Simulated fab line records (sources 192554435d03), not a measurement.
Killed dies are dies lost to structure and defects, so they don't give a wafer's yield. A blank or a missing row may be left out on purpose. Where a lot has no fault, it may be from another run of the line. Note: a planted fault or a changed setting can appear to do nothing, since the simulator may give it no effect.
fab line records -- flow n5_finfet
[record] lots = 6, wafers = 18, last_day = 18
route steps=1938 shown MOL_CONTACT_COAG@629 BEOL_M0_SAQP@632 BEOL_M4@1111 PASSIVATION@1936
lots that met no fault: from a run of the same line without faults
start_h: hours from the record's opening day to when the first of the lot's shown wafers began -- wait_h: time in hours since the lot's previous step -- " as in the row above -- L1.1+2: one row covering several wafers at once -- - no value present, or no start provided -- * or withheld: withheld -- < > ~ a bound
route shown NAME@n: NAME is a module with steps in the file, n the number in the route of the first one -- usual: mean/standard deviation taken from wafers without a fault -- same: alike in all rows -- chamber/n: place in a boat -- sites: per-site readings -- _std_site: standard deviation of those values -- _edge_site: outer sites' mean less inner sites' -- radius_mm: how far each site lies from the wafer's centre -- mask NAME#n: copy n -- behind: the last tool/chamber to shape the wafer -- hold: what put the lot on hold/how long, in hours/how the hold closed -- device: the n, p or np transistor that did not switch -- end of line: the route-end tests of the same wafers -- a step with no rows: only its recipe -- killed: the dies lost at the first sort to structure and to defects; this is not the yield of the wafer -- map: shows each die of a wafer: x if killed, . if not, _ if none is there
set.NAME: the run value of the setting; set.NAME@STEP: its run value at that earlier step -- model.NAME: the simulator's own value behind a step, which no gauge read
lots at selected steps of the route; one table per step, one row per wafer
services: the hour from which a tool's chamber was out of use, counted from the record's first day as start_h (under 0 if before that day), plus the number of hours and why
[[steps]]
[step N5_MOL_CONTACT_COAG_ANNEAL_112]
[recipe] temp_c = 400, time_s = 1800, ambient = HPD2, pressure_atm = 10
[usual] wafer_temp_C_max = 401.9/0.41, zone_power_centre_pct = 10.88/0.11, zone_power_top_pct = 19.65/0.19
lot.wafer,tool,chamber,start_h,wait_h,wafer_temp_C_max,zone_power_centre_pct,zone_power_top_pct
L647.2,hp_anneal-01,0,121.31,0.6,402.0,10.90,19.44
L647.3,hp_anneal-01,0,121.31,0.6,401.3,10.84,19.51
L647.6,hp_anneal-01,0,121.31,0.6,401.9,11.03,19.79
L648.2,hp_anneal-01,0,126.62,0.0,401.8,10.82,19.90
L648.5,hp_anneal-01,0,126.62,0.0,401.6,10.97,19.68
L648.6,hp_anneal-01,0,126.62,0.0,401.7,10.93,19.41
L651.2,hp_anneal-01,0,148.41,0.0,402.3,11.17,19.49
L651.5,hp_anneal-01,0,148.41,0.0,402.4,11.02,19.34
L651.6,hp_anneal-01,0,148.41,0.0,401.5,10.86,19.74
L653.1,hp_anneal-01,0,161.66,1.3,402.2,10.98,19.57
L653.3,hp_anneal-01,0,161.66,1.3,401.8,10.73,19.89
L653.5,hp_anneal-01,0,161.66,1.3,401.6,10.76,19.69
L661.3,hp_anneal-01,0,205.63,2.2,401.7,10.93,19.49
L661.4,hp_anneal-01,0,205.63,2.2,401.5,10.88,19.92
L661.5,hp_anneal-01,0,205.63,2.2,401.9,10.81,19.07
L662.3,hp_anneal-01,0,213.75,0.0,401.6,10.94,19.62
L662.4,hp_anneal-01,0,213.75,0.0,401.8,10.80,19.54
L662.5,hp_anneal-01,0,213.75,0.0,401.8,10.82,19.70
[step N5_MOL_CONTACT_COAG_INSPECT_97]
[recipe] inspect_instrument = darkfield, mode = post_anneal
[usual] raw_defect_count = 42/15
lot.wafer,tool,chamber,start_h,wait_h,raw_defect_count
L647.2,defect_inspect-02,-,124.36,0.1,48
L647.3,defect_inspect-02,-,124.36,0.1,55
L647.6,defect_inspect-02,-,124.36,0.1,40
L648.2,defect_inspect-02,-,129.66,0.0,38
L648.5,defect_inspect-02,-,129.66,0.0,51
L648.6,defect_inspect-02,-,129.66,0.0,53
L651.2,defect_inspect-02,-,151.45,0.0,44
L651.5,defect_inspect-02,-,151.45,0.0,35
L651.6,defect_inspect-02,-,151.45,0.0,48
L653.1,defect_inspect-02,-,164.70,0.0,50
L653.3,defect_inspect-02,-,164.70,0.0,35
L653.5,defect_inspect-02,-,164.70,0.0,50
L661.3,defect_inspect-02,-,208.70,0.1,62
L661.4,defect_inspect-02,-,208.70,0.1,40
L661.5,defect_inspect-02,-,208.70,0.1,71
L662.3,defect_inspect-02,-,216.82,0.1,71
L662.4,defect_inspect-02,-,216.82,0.1,39
L662.5,defect_inspect-02,-,216.82,0.1,60
[step N5_BEOL_M0_SAQP_PECVD_00]
[recipe] material = SiCN, target_thk_a = 80, temp_c = withheld, precursor = 3MS/NH3, pressure_torr = 3, rf_w = 202, time_s = 14
[usual] showerhead_plenum_p_Torr = 3.674/0.019, throttle_valve_pct = 9.0/0.57
lot.wafer,tool,chamber,start_h,wait_h,showerhead_plenum_p_Torr,throttle_valve_pct
L647.2,pecvd-02,1,124.68,0.2,3.650,8.6
L647.3,pecvd-02,2,124.68,0.2,3.684,9.1
L647.6,pecvd-02,1,124.68,0.2,3.650,8.4
L648.2,pecvd-01,0,129.98,0.2,3.674,8.7
L648.5,pecvd-01,0,129.98,0.2,3.666,8.4
L648.6,pecvd-01,1,129.98,0.2,3.714,10.0
L651.2,pecvd-01,2,151.77,0.2,3.682,8.3
L651.5,pecvd-01,2,151.77,0.2,3.678,8.3
L651.6,pecvd-01,0,151.77,0.2,3.666,8.5
L653.1,pecvd-04,0,165.03,0.2,3.681,9.3
L653.3,pecvd-04,2,165.03,0.2,3.672,8.7
L653.5,pecvd-04,1,165.03,0.2,3.646,8.6
L661.3,pecvd-01,0,209.00,0.1,3.671,8.6
L661.4,pecvd-01,1,209.00,0.1,3.708,9.9
L661.5,pecvd-01,1,209.00,0.1,3.711,10.0
L662.3,pecvd-01,1,217.12,0.1,3.703,10.3
L662.4,pecvd-01,0,217.12,0.1,3.667,8.5
L662.5,pecvd-01,0,217.12,0.1,3.679,8.8
[step N5_BEOL_M0_SAQP_ILD_DEP_01]
[recipe] material = SiOC, target_thk_a = 454.19, temp_c = 350, precursor = DEMS/O2, pressure_torr = 5, rf_w = 500, time_s = 8.7
[usual] heater_power_w = 496/70, showerhead_plenum_p_Torr = 5.704/0.021, throttle_valve_pct = 11.9/0.74
lot.wafer,tool,chamber,start_h,wait_h,heater_power_w,showerhead_plenum_p_Torr,throttle_valve_pct
L647.2,pecvd-02,1,124.70,0.0,481,5.680,11.1
L647.3,pecvd-02,2,124.70,0.0,577,5.712,12.0
L647.6,pecvd-02,1,124.70,0.0,492,5.683,11.5
L648.2,pecvd-01,0,130.00,0.0,533,5.703,11.1
L648.5,pecvd-01,0,130.00,0.0,531,5.689,11.5
L648.6,pecvd-01,1,130.00,0.0,359,5.728,13.1
L651.2,pecvd-01,2,151.79,0.0,483,5.681,10.7
L651.5,pecvd-01,2,151.79,0.0,480,5.734,11.0
L651.6,pecvd-01,0,151.79,0.0,473,5.696,11.2
L653.1,pecvd-04,0,165.06,0.0,489,5.700,12.6
L653.3,pecvd-04,2,165.06,0.0,630,5.692,11.3
L653.5,pecvd-04,1,165.06,0.0,475,5.664,11.3
L661.3,pecvd-01,0,209.04,0.0,439,5.712,11.1
L661.4,pecvd-01,1,209.04,0.0,372,5.747,13.0
L661.5,pecvd-01,1,209.04,0.0,376,5.729,13.4
L662.3,pecvd-01,1,217.17,0.0,406,5.730,13.1
L662.4,pecvd-01,0,217.17,0.0,538,5.691,11.5
L662.5,pecvd-01,0,217.17,0.0,541,5.702,11.4
[step N5_BEOL_M0_SAQP_HM_DEP_02]
[recipe] material = TiN, target_thk_a = 120, temp_c = 25, chamber_pressure_pa = 0.49996
[usual] throttle_valve_pct = 29.8/1
lot.wafer,tool,chamber,start_h,wait_h,throttle_valve_pct
L647.2,pvd_sputter-03,-,125.49,0.8,28.8
L647.3,pvd_sputter-03,-,125.49,0.8,28.9
L647.6,pvd_sputter-03,-,125.49,0.8,28.5
L648.2,pvd_sputter-01,-,132.63,2.6,29.8
L648.5,pvd_sputter-01,-,132.63,2.6,29.8
L648.6,pvd_sputter-01,-,132.63,2.6,27.8
L651.2,pvd_sputter-02,-,151.84,0.0,29.9
L651.5,pvd_sputter-02,-,151.84,0.0,29.5
L651.6,pvd_sputter-02,-,151.84,0.0,30.3
L653.1,pvd_sputter-03,-,166.70,1.6,30.9
L653.3,pvd_sputter-03,-,166.70,1.6,29.1
L653.5,pvd_sputter-03,-,166.70,1.6,28.6
L661.3,pvd_sputter-02,-,209.68,0.6,30.4
L661.4,pvd_sputter-02,-,209.68,0.6,29.9
L661.5,pvd_sputter-02,-,209.68,0.6,32.0
L662.3,pvd_sputter-03,-,217.55,0.4,28.7
L662.4,pvd_sputter-03,-,217.55,0.4,28.9
L662.5,pvd_sputter-03,-,217.55,0.4,28.7
[step N5_BEOL_M0_SAQP_PECVD_03]
[recipe] material = SiCN, target_thk_a = 120, temp_c = withheld, precursor = 3MS/NH3, pressure_torr = 3, rf_w = 202, time_s = 21.1
[step N5_BEOL_M0_SAQP_PECVD_96]
[recipe] material = a-Si, target_thk_a = 450, temp_c = 350, precursor = SiH4/He, pressure_torr = 3, rf_w = 100, time_s = 45.2
[step N5_BEOL_M0_SAQP_PECVD_97]
[recipe] material = SiNx, target_thk_a = 230, temp_c = 350, precursor = SiH4/NH3/N2, pressure_torr = 1.5, rf_w = 300, time_s = 19.9
[step N5_BEOL_M0_SAQP_PECVD_04]
[recipe] material = a-Si, target_thk_a = 600, temp_c = 350, precursor = SiH4/He, pressure_torr = 3, rf_w = 100, time_s = 60.2
[usual] heater_power_w = 631/70, showerhead_plenum_p_Torr = 5.70/0.071, throttle_valve_pct = 18.0/1.1
lot.wafer,tool,chamber,start_h,wait_h,heater_power_w,showerhead_plenum_p_Torr,throttle_valve_pct
L647.2,pecvd-01,0,125.73,0.0,666,5.69,17.0
L647.3,pecvd-01,2,125.73,0.0,640,5.72,16.7
L647.6,pecvd-01,0,125.73,0.0,664,5.69,17.0
L648.2,pecvd-02,1,132.92,0.0,607,5.60,17.2
L648.5,pecvd-02,2,132.92,0.0,752,5.70,18.4
L648.6,pecvd-02,1,132.92,0.0,618,5.60,17.1
L651.2,pecvd-02,1,152.08,0.0,557,5.60,17.2
L651.5,pecvd-02,1,152.08,0.0,572,5.60,17.3
L651.6,pecvd-02,2,152.08,0.0,632,5.68,18.2
L653.1,pecvd-02,1,166.94,0.0,564,5.59,17.3
L653.3,pecvd-02,2,166.94,0.0,632,5.71,18.3
L653.5,pecvd-02,0,166.94,0.0,505,5.70,18.8
L661.3,pecvd-02,0,209.92,0.0,534,5.69,18.8
L661.4,pecvd-02,0,209.92,0.0,540,5.69,18.8
L661.5,pecvd-02,2,209.92,0.0,655,5.70,18.4
L662.3,pecvd-02,2,217.78,0.0,711,5.72,18.4
L662.4,pecvd-02,2,217.78,0.0,706,5.70,18.3
L662.5,pecvd-02,0,217.78,0.0,566,5.71,18.6
[step N5_BEOL_M0_SAQP_THK_MEAS_05]
[usual] thk_nm = 60.0/0.91
lot.wafer,tool,chamber,start_h,wait_h,thk_nm
L647.2,film_metro-02,-,125.84,0.1,58.6
L647.3,film_metro-02,-,125.84,0.1,57.9
L647.6,film_metro-02,-,125.84,0.1,59.5
L648.2,film_metro-02,-,133.05,0.1,60.0
L648.5,film_metro-02,-,133.05,0.1,62.0
L648.6,film_metro-02,-,133.05,0.1,60.9
L651.2,film_metro-02,-,152.17,0.1,60.3
L651.5,film_metro-02,-,152.17,0.1,60.4
L651.6,film_metro-02,-,152.17,0.1,61.6
L653.1,film_metro-01,-,167.03,0.1,58.3
L653.3,film_metro-01,-,167.03,0.1,59.1
L653.5,film_metro-01,-,167.03,0.1,59.9
L661.3,film_metro-01,-,210.01,0.1,60.0
L661.4,film_metro-01,-,210.01,0.1,60.1
L661.5,film_metro-01,-,210.01,0.1,61.1
L662.3,film_metro-02,-,217.88,0.1,60.2
L662.4,film_metro-02,-,217.88,0.1,61.3
L662.5,film_metro-02,-,217.88,0.1,61.2
[step N5_BEOL_M0_SAQP_HM_DEP_111]
[recipe] material = SiO2, target_thk_a = 120, temp_c = 400, precursor = SiH4/N2O, pressure_torr = 0.75, rf_w = 275, time_s = 7.2
[step N5_BEOL_M0_SAQP_COAT_81]
[recipe] resist = SOC, temp_c = 250, time_s = 60, spin_rpm = 1500, resist_thk_nm = 100
[usual] heater_power_total_W = 500.4/1.8, plate_temp_C = 250.01/0.17
lot.wafer,tool,chamber,start_h,wait_h,heater_power_total_W,plate_temp_C
L647.2,litho_track-02,0,125.95,0.1,498.8,249.88
L647.3,litho_track-02,0,125.95,0.1,499.4,250.04
L647.6,litho_track-02,0,125.95,0.1,497.4,249.80
L648.2,litho_track-02,0,133.20,0.1,502.8,250.07
L648.5,litho_track-02,0,133.20,0.1,502.3,250.27
L648.6,litho_track-02,0,133.20,0.1,497.4,249.96
L651.2,litho_track-02,0,152.29,0.1,511.0,253.73
L651.5,litho_track-02,0,152.29,0.1,510.6,253.78
L651.6,litho_track-02,0,152.29,0.1,510.3,253.58
L653.1,litho_track-02,0,167.15,0.1,508.0,253.57
L653.3,litho_track-02,0,167.15,0.1,510.6,253.70
L653.5,litho_track-02,0,167.15,0.1,512.0,253.62
L661.3,litho_track-04,0,210.13,0.1,498.9,249.99
L661.4,litho_track-04,0,210.13,0.1,498.9,250.05
L661.5,litho_track-04,0,210.13,0.1,502.3,249.85
L662.3,litho_track-02,0,217.99,0.1,498.9,249.80
L662.4,litho_track-02,0,217.99,0.1,501.3,249.84
L662.5,litho_track-02,0,217.99,0.1,500.7,249.63
[step N5_BEOL_M0_SAQP_COAT_82]
[recipe] resist = SiARC, temp_c = 220, time_s = 60, spin_rpm = 1500, resist_thk_nm = 30
[step N5_BEOL_M4_RC_MEAS_101]
[usual] DIBL_N = 35.8/1.7, DIBL_P = 35.3/2, IOFF_N = 0.150/0.026, IOFF_P = 0.194/0.029, ION_N = 667/11, ION_P = 456/7.1, SS_N = 71.4/0.65, SS_P = 73.1/0.64, VT_N = 251/3, VT_P = -252/3.2
lot.wafer,tool,chamber,start_h,wait_h,DIBL_N[mV/V],DIBL_P[mV/V],IOFF_N[nA/um],IOFF_P[nA/um],ION_N[uA/um],ION_P[uA/um],SS_N[mV/dec],SS_P[mV/dec],VT_N[mV],VT_P[mV]
L647.2,prober-02,0,239.28,0.2,33.8,36.5,0.127,0.164,667,454,71.2,73.3,253,-257
L647.3,prober-02,0,239.28,0.2,35.6,37.6,0.156,0.179,669,458,71.8,73.0,251,-255
L647.6,prober-02,0,239.28,0.2,33.1,35.3,0.128,0.163,663,457,71.4,72.1,252,-255
L648.2,prober-02,0,244.41,0.2,37.8,36.6,0.176,0.210,681,463,71.4,73.4,250,-248
L648.5,prober-02,0,244.41,0.2,37.0,35.5,0.159,0.197,662,454,71.0,72.3,248,-251
L648.6,prober-02,0,244.41,0.2,37.0,36.2,0.160,0.199,673,455,72.0,73.4,251,-251
L651.2,prober-02,0,270.14,0.2,30.0,30.1,0.088,0.135,649,450,70.0,71.1,256,-256
L651.5,prober-02,0,270.14,0.2,35.2,37.6,0.169,0.223,689,469,71.3,72.4,245,-250
L651.6,prober-02,0,270.14,0.2,35.3,37.3,0.169,0.235,680,470,71.1,73.3,248,-245
L653.1,prober-01,0,276.86,0.0,36.7,37.7,0.203,0.258,695,473,72.1,73.8,245,-245
L653.3,prober-01,0,276.86,0.0,34.6,35.8,0.151,0.226,674,463,71.8,73.1,249,-249
L653.5,prober-01,0,276.86,0.0,32.9,34.1,0.127,0.200,660,464,70.6,72.9,251,-250
L662.3,prober-02,0,327.51,0.3,37.2,37.2,0.165,0.194,671,452,72.0,73.4,253,-255
L662.4,prober-02,0,327.51,0.3,35.3,34.5,0.134,0.157,660,449,72.2,73.7,254,-255
L662.5,prober-02,0,327.51,0.3,36.5,35.8,0.159,0.191,658,443,72.0,73.5,253,-253
L661.3,prober-01,0,328.23,0.5,39.4,37.0,0.190,0.205,678,460,71.7,73.9,249,-251
L661.4,prober-01,0,328.23,0.5,36.6,35.6,0.147,0.191,652,451,70.9,72.9,251,-254
L661.5,prober-01,0,328.23,0.5,35.1,33.1,0.126,0.163,663,454,71.0,72.5,253,-252
[step N5_PASSIVATION_PROBE_49]
[usual] defect_limited_yield = 91.5/1.4, killed_at_M0_to_M3 = 34/11, killed_at_M4_up = 15/6, killed_at_contacts = 11/5.9, killed_at_front_end = 37/11, killed_at_other = 3.6/2.9, killed_dies = 101/17, killed_open = 66/12, killed_short = 33/7.8, sort_bin_5_function = 5.0/0.97, sort_bin_6_memory = 3.2/0.65, sort_n_pass = 1079/17, sort_yield_pct = 91.4/1.4
[same] gross_dies = 1180, killed_at_back_side = 0, sort_bin_4_leakage[%] = 0, sort_bin_8_speed[%] = 0
lot.wafer,tool,chamber,start_h,wait_h,defect_limited_yield[%],killed_at_M0_to_M3,killed_at_M4_up,killed_at_contacts,killed_at_front_end,killed_at_other,killed_dies,killed_open,killed_short,sort_bin_5_function[%],sort_bin_6_memory[%],sort_n_pass,sort_yield_pct[%]
L651.2,prober-02,-,376.14,0.1,89.9,37,15,23,42,2,119,76,42,6.4,3.1,1061,89.9
L651.5,prober-02,-,376.29,0.2,92.4,30,12,25,22,1,90,63,26,4.6,2.9,1090,92.4
L651.6,prober-02,-,376.34,0.3,93.1,19,11,24,23,4,81,57,23,3.8,2.9,1099,93.1
// killed by level:class
L651.2 STI_FIN_REVEAL:geometric_particle:open=14 MOL_CONTACT_COAG:geometric_particle:open=13 BEOL_M2:geometric_particle:open=11 MOL_CONTACT_COAG:geometric_particle:short=9 GATE_CUT:geometric_particle:short=7 BEOL_M4:geometric_particle:open=7 BEOL_M1:geometric_particle:short=7 BEOL_M0_SAQP:geometric_particle:short=6
L651.5 MOL_CONTACT_COAG:geometric_particle:open=24 BEOL_M2:geometric_particle:open=10 BEOL_M1:geometric_particle:short=5 BEOL_M1:geometric_particle:open=5 BEOL_M4:geometric_particle:open=5 STARTING-WAFER:geometric_particle:short=4 STI_FIN_REVEAL:geometric_particle:short=3 STI_FIN_REVEAL:geometric_particle:open=3
L651.6 MOL_CONTACT_COAG:geometric_particle:open=22 GATE_CUT:geometric_particle:short=8 BEOL_M4:geometric_particle:open=6 BEOL_M2:geometric_particle:open=4 BEOL_M3:geometric_particle:open=4 BEOL_M0_SAQP:geometric_particle:short=3 BEOL_M1:geometric_particle:open=3 FIN_SAQP:geometric_particle:short=2
[[services]]
tool,chamber,start_h,hours,kind
hp_anneal-01,-,101.45,4.1,repair
pecvd-02,0,125.05,9.5,repair
pecvd-01,1,131.99,5.0,scheduled_down
pecvd-01,-,164.40,1.5,repair
pecvd-01,-,195.97,1.0,repair
pecvd-01,0,199.32,2.1,scheduled_down
pecvd-01,2,202.38,-,clean
pecvd-01,2,202.38,-,consumable_replace:showerhead
pecvd-01,2,202.38,29.0,scheduled_down
pecvd-01,2,202.38,29.0,vent_cycle
[[key]]
[first_sign] step = N5_BEOL_M0_SAQP_COAT_81, reading = plate_temp_C, direction = up, sigmas = 21, usual = *, struck = *
[effect] step = N5_BEOL_M0_SAQP_COAT_81, reading = heater_power_total_W, direction = up, sigmas = 5.4, usual = *, struck = *
met_at N5_BEOL_M0_SAQP_COAT_81
struck_wafers L651.2,L651.5,L651.6,L653.1,L653.3,L653.5
onset_between 133.20 152.29
[fault] kind = process_parameter_drift, tool = litho_track-02, chamber = -, onset_h = 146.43, steps = N5_BEOL_M0_SAQP_COAT_81, channel = temp_c, offset = *, shape = step, end_h = 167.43, acts_in = *, stated = *
